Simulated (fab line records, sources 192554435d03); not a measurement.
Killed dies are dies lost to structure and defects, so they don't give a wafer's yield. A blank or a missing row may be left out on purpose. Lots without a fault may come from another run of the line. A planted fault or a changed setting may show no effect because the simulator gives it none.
fab line records | flow n5_finfet | part 1 of 2: steps 1 to 4 of 6
record lots=21 wafers=63 last_day=18
route steps=1938 shown MOL_CONTACT_COAG@587 BEOL_M0_SAQP@634
lots that met no fault: from a run of the same line without faults
start_h: hours from the record's first day to the start of the lot's first wafer shown | wait_h: hours since the lot's step before | " the same as in the row above | L1.1+2: a row that stands for several wafers | - no value, or no start given | * or withheld: withheld | < > ~ a bound
route shown NAME@n: a module of which the file shows steps, and the number in the route of the first | usual: mean/standard deviation of fault-free wafers | same: alike in all rows | chamber/n: place in a boat | sites: the reading at each site | _std_site: their standard deviation | _edge_site: outer sites' mean less inner sites' | radius_mm: how far each site lies from the wafer's centre | mask NAME#n: copy n | behind: the tool/chamber that last shaped the wafer | hold: why the lot was held/for how many hours/how that ended | device: the transistor (n, p or np) that didn't switch | end of line: the same wafers' tests at the end of the route | a step without rows: its recipe alone | killed: dies lost to structure and defects at the first sort, not the wafer's yield | map: a wafer's dies, x killed, . not, _ none there
set.NAME: the setting as run; set.NAME@STEP: as run at that earlier step | model.NAME: the simulator's own value behind a step, which no gauge read
steps of the route over a sample of lots; a table a step, a row a wafer
services: from which hour (start_h, from the record's first day; less than 0 if before it) a tool's chamber was out of use, for how many hours, and why
## steps
# step N5_MOL_CONTACT_COAG_STRIP_96
# recipe chemistry=N2/H2 power_w=500 temp_c=40 pressure_mtorr=50 rf_frequency_hz=6e+07 overash_fraction=0.3 bias_power_w=28 h2_frac=0.5 n2_flow_sccm=300 h2_flow_sccm=300
# usual drypump_motor_current_A=5.8/0.6 oes_product_au=0.79/0.092 rf_vpp_V=121.5/1.3 showerhead_plenum_p_Torr=3.31/0.098 throttle_valve_pct=18.9/0.49
# columns lot.wafer tool chamber start_h wait_h drypump_motor_current_A oes_product_au rf_hours_counter_h rf_vpp_V showerhead_plenum_p_Torr throttle_valve_pct
L074.1 rie_diel-06 3 108.65 0.0 6.4 0.74 150 123.1 3.52 19.3
L074.4 " 0 " " 4.9 0.72 - 122.4 3.22 19.2
L074.5 " 3 " " 6.5 0.75 - 121.0 3.52 19.4
L075.4 rie_diel-02 1 111.09 0.0 5.5 0.93 8 119.3 3.29 18.1
L075.5 " 0 " " 5.0 0.92 - 123.9 3.31 19.2
L075.6 " 3 " " 6.0 0.71 - 121.8 3.34 19.4
L076.2 rie_diel-06 3 116.25 0.0 6.5 0.76 154 123.8 3.52 19.4
L076.3 " 0 " " 4.9 0.72 188 118.0 3.21 19.2
L076.4 " 1 " " 5.9 0.69 238 118.7 3.16 18.3
L077.1 rie_diel-02 1 116.82 0.0 5.5 0.91 10 121.0 3.29 18.1
L077.2 " 2 " " 6.2 0.81 70 121.5 3.28 19.0
L077.4 " 3 " " 5.9 0.71 197 121.0 3.34 19.4
L079.1 rie_diel-02 3 130.90 0.0 5.9 0.71 202 121.8 3.34 19.4
L079.3 " 1 " " 5.5 0.89 16 122.6 3.28 18.1
L079.6 " 3 " " 5.9 0.70 - 120.5 3.34 19.4
L080.3 rie_diel-06 1 135.81 0.0 5.9 0.69 245 120.8 3.15 18.3
L080.4 " 3 " " 6.5 0.75 161 124.2 3.51 19.4
L080.5 " 1 " " 5.9 0.69 - 119.0 3.15 18.3
L081.2 rie_diel-02 3 140.75 0.0 6.0 0.71 208 120.6 3.34 19.4
L081.3 " 2 " " 6.3 0.80 76 121.9 3.27 19.0
L081.5 " 1 " " 5.5 0.88 - 123.5 3.28 18.1
L082.3 rie_diel-05 1 145.59 0.0 6.4 0.91 40 120.7 3.27 18.3
L082.4 " 2 " " 6.6 0.73 192 121.1 3.35 19.3
L082.5 " 2 " " 6.6 0.71 - 122.7 3.34 19.3
L083.2 rie_diel-02 3 155.32 0.0 6.0 0.71 214 123.3 3.34 19.4
L083.5 " 0 " " 5.1 0.90 - 121.8 3.31 19.2
L083.6 " 3 " " 6.0 0.70 - 119.9 3.33 19.4
L084.2 rie_diel-06 0 159.95 0.0 4.9 0.71 204 121.2 3.21 19.3
L084.3 " 3 " " 6.4 0.75 170 120.8 3.51 19.4
L084.6 " 0 " " 4.9 0.71 - 121.0 3.21 19.2
L085.2 rie_diel-06 0 167.82 0.0 4.9 0.70 209 122.8 3.20 19.3
L085.5 " 0 " " 4.9 0.70 - 123.4 3.20 19.3
L085.6 " 2 " " 6.3 0.92 - 121.1 3.29 18.6
L088.1 rie_diel-06 1 184.37 0.0 5.9 0.99 2 122.9 3.55 18.0
L088.3 " 2 " " 6.2 0.91 31 120.9 3.29 18.6
L088.4 " 3 " " 6.5 0.73 182 121.7 3.50 19.4
L090.2 rie_diel-05 3 194.72 0.0 4.9 0.83 49 121.4 3.26 18.3
L090.3 " 2 " " 6.6 0.71 212 122.2 3.33 19.4
L090.5 " 3 " " 4.9 0.84 - 122.1 3.26 18.3
L089.1 rie_diel-02 3 194.83 0.0 5.9 0.69 227 120.1 3.33 19.5
L089.4 " 0 " " 5.0 0.89 52 122.6 3.30 19.2
L089.5 " 0 " " 5.0 0.89 - 121.2 3.30 19.2
L091.2 rie_diel-06 1 201.41 0.0 5.9 0.97 8 122.1 3.55 18.0
L091.3 " 0 " " 4.9 0.69 222 120.5 3.20 19.3
L091.6 " 0 " " 4.9 0.70 - 120.7 3.20 19.3
L092.1 rie_diel-05 0 208.46 0.0 6.0 0.75 144 118.8 3.25 18.8
L092.2 " 2 " " 6.6 0.70 217 123.2 3.33 19.4
L092.3 " 3 " " 4.9 0.83 54 120.7 3.26 18.3
L093.3 rie_diel-02 1 212.58 0.0 5.5 0.84 47 123.1 3.27 18.1
L093.4 " 0 " " 5.1 0.88 58 121.7 3.30 19.3
L093.6 " 3 " " 6.0 0.69 - 123.8 3.32 19.4
L094.1 rie_diel-05 2 219.67 0.0 6.6 0.68 220 123.7 3.33 19.4
L094.5 " 3 " " 4.9 0.81 - 122.7 3.26 18.3
L094.6 " 0 " " 6.0 0.76 - 121.2 3.25 18.8
L095.2 rie_diel-05 3 223.70 0.0 4.9 0.82 60 121.6 3.26 18.4
L095.3 " 0 " " 6.0 0.77 150 122.8 3.25 18.8
L095.4 " 1 " " 6.4 0.89 52 119.8 3.26 18.3
L096.2 rie_diel-06 2 229.88 0.0 6.2 0.89 46 121.7 3.28 18.7
L096.4 " 3 " " 6.4 0.71 200 120.9 3.49 19.4
L096.6 " 2 " " 6.3 0.89 - 120.3 3.28 18.7
L097.3 rie_diel-02 3 236.17 0.0 5.9 0.68 241 120.7 3.32 19.5
L097.5 " 3 " " 5.9 0.68 - 120.2 3.32 19.5
L097.6 " 2 " " 6.3 0.76 - 120.5 3.25 19.1
# step N5_MOL_CONTACT_COAG_ETCH_67
# recipe chemistry=N2/H2 target=SOC target_depth_a=600 overetch_a=210 mask_material=SiARC temp_c=40 time_s=101.2 ion_energy_ev=200 pressure_mtorr=30 source_w=840 bias_w=150 n2_flow_sccm=200 h2_flow_sccm=200
# usual bias_w=150.0/0.46 drypump_motor_current_A=5.8/0.56 oes_product_au=0.67/0.071 rf_vpp_V=522.8/2.3 showerhead_plenum_p_Torr=2.51/0.08 throttle_valve_pct=17.7/0.36
# columns lot.wafer tool chamber start_h wait_h bias_w drypump_motor_current_A oes_product_au rf_hours_counter_h rf_vpp_V showerhead_plenum_p_Torr throttle_valve_pct
L074.1 rie_diel-06 3 110.00 0.0 151.0 6.4 0.64 151 526.3 2.67 18.1
L074.4 " 3 " " 150.1 6.5 0.63 - 527.6 2.67 18.1
L074.5 " 0 " " 149.8 4.9 0.61 - 521.7 2.43 18.3
L075.4 rie_diel-05 2 112.32 0.0 150.9 6.6 0.61 179 522.9 2.54 18.0
L075.5 " 3 " " 149.7 4.9 0.75 - 521.8 2.48 17.2
L075.6 " 0 " " 150.7 6.0 0.67 - 521.4 2.47 17.7
L076.2 rie_diel-05 0 117.58 0.0 149.7 6.0 0.66 109 521.5 2.47 17.7
L076.3 " 2 " " 150.0 6.6 0.61 181 522.5 2.54 18.0
L076.4 " 3 " " 149.4 4.9 0.74 18 522.5 2.48 17.2
L077.1 rie_diel-05 1 118.00 0.0 149.5 6.3 0.77 30 521.3 2.48 17.5
L077.2 " 2 " " 150.4 6.6 0.61 181 523.4 2.54 18.0
L077.4 " 3 " " 150.2 4.9 0.75 18 522.9 2.48 17.2
L079.1 rie_diel-02 1 132.29 0.0 150.4 5.5 0.76 16 522.1 2.48 17.2
L079.3 " 3 " " 150.7 6.0 0.60 203 524.0 2.53 18.1
L079.6 " 3 " " 150.6 6.0 0.60 - 523.8 2.53 18.1
L080.3 rie_diel-06 2 137.27 0.0 149.7 6.2 0.78 9 521.7 2.50 17.7
L080.4 " 1 " " 149.3 5.9 0.57 245 520.1 2.38 17.6
L080.5 " 2 " " 149.9 6.2 0.80 - 522.6 2.50 17.7
L081.2 rie_diel-06 0 143.03 0.0 150.0 4.9 0.61 197 521.0 2.43 18.3
L081.3 " 2 " " 149.5 6.2 0.80 12 522.5 2.49 17.7
L081.5 " 1 " " 150.6 5.9 0.58 - 520.7 2.38 17.6
L082.3 rie_diel-02 0 146.67 0.0 150.5 5.1 0.74 36 522.6 2.50 17.8
L082.4 " 1 " " 149.9 5.5 0.74 25 521.9 2.48 17.2
L082.5 " 0 " " 149.9 5.1 0.75 - 523.2 2.50 17.8
L083.2 rie_diel-05 0 156.38 0.0 150.6 6.0 0.65 121 520.7 2.47 17.7
L083.5 " 0 " " 150.0 6.0 0.66 - 521.1 2.47 17.7
L083.6 " 1 " " 150.0 6.4 0.75 - 522.6 2.47 17.5
L084.2 rie_diel-02 3 161.41 0.0 149.6 6.0 0.59 216 523.8 2.52 18.1
L084.3 " 0 " " 150.1 5.0 0.74 41 523.0 2.50 17.8
L084.6 " 0 " " 150.6 5.1 0.73 - 522.5 2.50 17.8
L085.2 rie_diel-02 1 169.15 0.0 149.7 5.5 0.73 33 522.5 2.48 17.2
L085.5 " 0 " " 150.1 5.1 0.73 - 522.3 2.50 17.8
L085.6 " 3 " " 150.2 6.0 0.59 - 523.1 2.52 18.2
L088.1 rie_diel-05 2 186.28 0.0 149.8 6.6 0.60 208 523.3 2.53 18.0
L088.3 " 3 " " 150.5 4.9 0.70 45 521.3 2.47 17.2
L088.4 " 0 " " 149.8 6.0 0.64 - 521.6 2.46 17.7
L090.2 rie_diel-02 3 195.95 0.0 150.2 5.9 0.58 227 522.8 2.52 18.2
L090.3 " 0 " " 150.1 5.0 0.73 52 522.8 2.50 17.8
L090.5 " 2 " " 150.1 6.2 0.66 - 522.2 2.47 17.8
L089.1 rie_diel-06 2 196.16 0.0 149.9 6.2 0.74 35 522.3 2.49 17.7
L089.4 " 1 " " 150.0 5.9 0.80 6 528.5 2.69 17.2
L089.5 " 2 " " 151.1 6.2 0.75 - 522.0 2.49 17.7
L091.2 rie_diel-06 3 202.47 0.0 149.7 6.5 0.61 188 526.8 2.65 18.2
L091.3 " 2 " " 149.9 6.2 0.74 36 521.8 2.48 17.7
L091.6 " 2 " " 150.0 6.2 0.74 - 523.9 2.48 17.7
L092.1 rie_diel-06 3 209.87 0.0 150.0 6.5 0.61 190 526.1 2.65 18.2
L092.2 " 0 " " 149.7 4.9 0.59 225 520.9 2.41 18.3
L092.3 " 1 " " 150.1 5.9 0.79 11 528.5 2.69 17.2
L093.3 rie_diel-02 0 213.79 0.0 150.5 5.0 0.71 59 523.4 2.49 17.8
L093.4 " 3 " " 149.2 5.9 0.58 234 523.9 2.52 18.2
L093.6 " 1 " " 149.7 5.5 0.72 - 521.9 2.47 17.2
L094.1 rie_diel-06 3 221.17 0.0 150.7 6.4 0.60 196 525.8 2.65 18.2
L094.5 " 2 " " 149.6 6.3 0.74 - 523.4 2.48 17.7
L094.6 " 1 " " 149.6 5.9 0.79 - 528.2 2.69 17.2
L095.2 rie_diel-06 3 224.93 0.0 150.0 6.5 0.61 198 525.6 2.65 18.2
L095.3 " 1 " " 151.1 5.9 0.78 18 529.0 2.69 17.2
L095.4 " 1 " " 149.9 5.9 0.78 - 526.4 2.69 17.2
L096.2 rie_diel-02 1 231.28 0.0 149.4 5.5 0.71 53 522.7 2.47 17.2
L096.4 " 2 " " 150.0 6.2 0.64 109 520.9 2.46 17.9
L096.6 " 2 " " 149.8 6.2 0.64 - 520.4 2.46 17.9
L097.3 rie_diel-05 3 237.23 0.0 151.2 4.9 0.69 63 521.3 2.46 17.3
L097.5 " 0 " " 149.4 6.0 0.63 - 520.4 2.45 17.8
L097.6 " 3 " " 150.1 4.9 0.68 - 520.3 2.46 17.3
# step N5_MOL_CONTACT_COAG_STRIP_49
# recipe chemistry=N2/H2 time_s=30 power_w=1000 temp_c=250 pressure_mtorr=withheld n2_flow_sccm=1750 h2_flow_sccm=3250
# usual drypump_motor_current_A=5.6/0.33 heater_power_w=345/25
# columns lot.wafer tool chamber start_h wait_h drypump_motor_current_A heater_power_w rf_hours_counter_h
L074.1 plasma_asher-02 0 110.33 - 5.7 332 94
L074.4 " 0 " " 5.7 330 -
L074.5 " 1 " " 5.0 309 -
L075.4 plasma_asher-02 0 112.66 - 5.7 330 -
L075.5 " 0 " " 5.8 330 -
L075.6 " 1 " " 5.1 320 -
L076.2 plasma_asher-01 1 117.91 - 5.5 367 47
L076.3 " 1 " " 5.5 364 -
L076.4 " 0 " " 6.0 381 -
L077.1 plasma_asher-02 1 118.33 - 5.0 308 95
L077.2 " 0 " " 5.7 333 95
L077.4 " 0 " " 5.7 329 -
L079.1 plasma_asher-01 0 132.71 - 6.0 375 50
L079.3 " 0 " " 5.9 376 -
L079.6 " 0 " " 6.0 380 -
L080.3 plasma_asher-01 1 137.62 - 5.6 351 -
L080.4 " 0 " " 6.0 370 -
L080.5 " 0 " " 5.9 373 -
L081.2 plasma_asher-01 0 143.36 - 6.0 388 52
L081.3 " 1 " " 5.6 352 -
L081.5 " 0 " " 6.0 369 -
L082.3 plasma_asher-02 1 147.02 - 5.1 303 -
L082.4 " 0 " " 5.7 333 -
L082.5 " 1 " " 5.0 306 -
L083.2 plasma_asher-02 0 156.70 - 5.7 335 103
L083.5 " 0 " " 5.7 330 -
L083.6 " 1 " " 5.0 312 -
L084.2 plasma_asher-02 0 161.73 - 5.7 330 103
L084.3 " 1 " " 5.1 310 -
L084.6 " 0 " " 5.7 343 -
L085.2 plasma_asher-01 1 169.48 - 5.6 360 57
L085.5 " 1 " " 5.5 364 -
L085.6 " 0 " " 5.9 368 -
L088.1 plasma_asher-02 1 186.61 - 5.1 308 108
L088.3 " 1 " " 5.0 305 -
L088.4 " 0 " " 5.7 340 -
L090.2 plasma_asher-02 0 196.27 - 5.7 335 111
L090.3 " 1 " " 5.0 309 -
L090.5 " 1 " " 5.1 310 -
L089.1 plasma_asher-02 0 196.49 - 5.7 324 111
L089.4 " 0 " " 5.8 345 -
L089.5 " 1 " " 5.1 311 -
L091.2 plasma_asher-02 1 202.79 - 5.0 315 114
L091.3 " 1 " " 5.1 312 -
L091.6 " 0 " " 5.8 333 -
L092.1 plasma_asher-01 1 210.20 - 5.6 361 62
L092.2 " 0 " " 5.9 373 62
L092.3 " 1 " " 5.6 369 -
L093.3 plasma_asher-01 1 214.13 - 5.5 354 -
L093.4 " 0 " " 5.9 376 -
L093.6 " 1 " " 5.6 357 -
L094.1 plasma_asher-01 1 221.50 - 5.6 358 64
L094.5 " 0 " " 5.9 382 -
L094.6 " 1 " " 5.6 356 -
L095.2 plasma_asher-02 0 225.26 - 5.8 334 119
L095.3 " 1 " " 5.1 314 -
L095.4 " 0 " " 5.8 324 -
L096.2 plasma_asher-01 1 231.60 - 5.6 363 66
L096.4 " 0 " " 5.9 365 -
L096.6 " 1 " " 5.6 364 -
L097.3 plasma_asher-01 1 237.58 - 5.6 357 -
L097.5 " 1 " " 5.6 367 -
L097.6 " 0 " " 6.0 368 -
# step N5_BEOL_M0_SAQP_HM_DEP_02
# recipe material=TiN target_thk_a=120 temp_c=25 chamber_pressure_pa=0.49996
# usual substrate_temp_c=25.00/0.12 throttle_valve_pct=30.2/1.1
# columns lot.wafer tool chamber start_h wait_h substrate_temp_c throttle_valve_pct
L074.1 pvd_sputter-01 - 115.23 0.6 24.97 31.4
L074.4 " - " " 24.94 30.8
L074.5 " - " " 25.13 29.6
L075.4 pvd_sputter-02 - 118.97 1.3 25.05 29.9
L075.5 " - " " 25.01 31.1
L075.6 " - " " 24.96 31.0
L076.2 pvd_sputter-03 - 122.81 0.6 25.07 29.9
L076.3 " - " " 25.23 30.9
L076.4 " - " " 25.08 30.6
L077.1 pvd_sputter-01 - 126.48 1.2 25.04 29.8
L077.2 " - " " 25.01 31.6
L077.4 " - " " 25.01 31.0
L079.1 pvd_sputter-01 - 137.84 0.8 25.14 29.8
L079.3 " - " " 24.98 28.7
L079.6 " - " " 25.11 28.6
L080.3 pvd_sputter-02 - 142.49 0.4 24.98 29.7
L080.4 " - " " 25.16 27.8
L080.5 " - " " 25.09 29.8
L081.2 pvd_sputter-02 - 151.08 3.4 24.76 27.9
L081.3 " - " " 25.01 29.7
L081.5 " - " " 25.20 29.7
L082.3 pvd_sputter-02 - 151.38 0.0 24.98 27.5
L082.4 " - " " 25.04 31.1
L082.5 " - " " 24.78 29.7
L083.2 pvd_sputter-01 - 161.56 0.5 24.92 30.9
L083.5 " - " " 24.84 30.7
L083.6 " - " " 25.04 28.7
L084.2 pvd_sputter-02 - 166.15 0.1 25.01 30.8
L084.3 " - " " 24.58 31.2
L084.6 " - " " 24.95 29.7
L085.2 pvd_sputter-01 - 174.88 1.0 24.92 30.0
L085.5 " - " " 25.03 30.0
L085.6 " - " " 24.84 31.3
L088.1 pvd_sputter-01 - 192.50 1.6 24.87 31.0
L088.3 " - " " 25.04 29.7
L088.4 " - " " 24.98 31.3
L090.2 pvd_sputter-01 - 201.35 0.7 24.92 28.7
L090.3 " - " " 25.17 31.1
L090.5 " - " " 25.06 28.8
L089.1 pvd_sputter-03 - 204.18 0.5 25.01 29.9
L089.4 " - " " 24.94 31.0
L089.5 " - " " 24.90 29.8
L091.2 pvd_sputter-03 - 207.82 0.7 25.03 30.5
L091.3 " - " " 25.19 30.7
L091.6 " - " " 25.10 30.6
L092.1 pvd_sputter-02 - 215.13 0.6 24.98 27.6
L092.2 " - " " 24.97 31.0
L092.3 " - " " 24.93 29.9
L093.3 pvd_sputter-01 - 219.02 0.6 25.12 29.9
L093.4 " - " " 25.11 28.4
L093.6 " - " " 24.83 30.8
L094.1 pvd_sputter-03 - 227.61 1.5 25.08 30.9
L094.5 " - " " 25.02 30.7
L094.6 " - " " 24.99 31.1
L095.2 pvd_sputter-01 - 231.43 1.5 24.89 30.9
L095.3 " - " " 24.98 31.6
L095.4 " - " " 24.98 28.9
L096.2 pvd_sputter-02 - 237.92 1.7 24.91 31.0
L096.4 " - " " 25.22 31.3
L096.6 " - " " 24.88 29.7
L097.3 pvd_sputter-01 - 242.18 0.3 24.96 31.3
L097.5 " - " " 25.03 28.9
L097.6 " - " " 25.04 31.5
